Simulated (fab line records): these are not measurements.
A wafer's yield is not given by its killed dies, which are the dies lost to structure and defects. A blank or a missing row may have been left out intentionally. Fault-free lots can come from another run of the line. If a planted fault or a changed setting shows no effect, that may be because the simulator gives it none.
Chamber matching || flow nand_harc || NHARC_A_SGD_CUT_DEP_00 on pecvd-01 has 3 sister chambers
The step deposits SiNx, target thk 50 nm. 6 wafers are shown with their chamber, then 7 later ones without.

EACH WAFER AND ITS CHAMBER
{"wafer": "L079.4", "chamber": 2, "heater_power_w (W)": 733}
{"wafer": "L079.5", "chamber": 0, "heater_power_w (W)": 665}
{"wafer": "L085.2", "chamber": 0, "heater_power_w (W)": 571}
{"wafer": "L085.4", "chamber": 1, "heater_power_w (W)": 713}
{"wafer": "L083.1", "chamber": 2, "heater_power_w (W)": 740}
{"wafer": "L083.3", "chamber": 1, "heater_power_w (W)": 642}

WAFERS MISSING THEIR CHAMBER
{"wafer": "L083.6", "heater_power_w (W)": 650}
{"wafer": "L087.1", "heater_power_w (W)": 677}
{"wafer": "L087.5", "heater_power_w (W)": 642}
{"wafer": "L087.6", "heater_power_w (W)": 591}
{"wafer": "L091.1", "heater_power_w (W)": 713}
{"wafer": "L091.4", "heater_power_w (W)": 659}
{"wafer": "L091.6", "heater_power_w (W)": 718}

WHICH CHAMBER EACH WENT THROUGH
{"wafer": "L083.6", "from the rows above": "can't be placed: 1 or 0 or 2", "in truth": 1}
{"wafer": "L087.1", "from the rows above": "can't be placed: 1 or 0 or 2", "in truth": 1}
{"wafer": "L087.5", "from the rows above": "can't be placed: 0 or 1 or 2", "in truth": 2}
{"wafer": "L087.6", "from the rows above": "can't be placed: 0 or 1", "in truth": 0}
{"wafer": "L091.1", "from the rows above": "can't be placed: 2 or 1 or 0", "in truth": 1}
{"wafer": "L091.4", "from the rows above": "can't be placed: 1 or 0 or 2", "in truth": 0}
{"wafer": "L091.6", "from the rows above": "can't be placed: 2 or 1 or 0", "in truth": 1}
Placed correctly: 0 of 7. These rows do not allow placing 7 (true chamber among the candidates in 7). Number placed wrongly: 0.
How it was worked out, from the rows above alone: a wafer's distance from a chamber is the root of the sum, over the readings, of the square of ((its reading less the chamber's mean) divided by the reading's scatter). If the next closest chamber is less than 2 further off than the closest, the wafer can't be placed; otherwise it belongs to the closest. Each chamber's mean is taken over the wafers shown for it. The scatter is the square root of a quotient: the sum, over the shown wafers, of each reading's squared deviation from its chamber's mean, divided by wafers minus chambers.
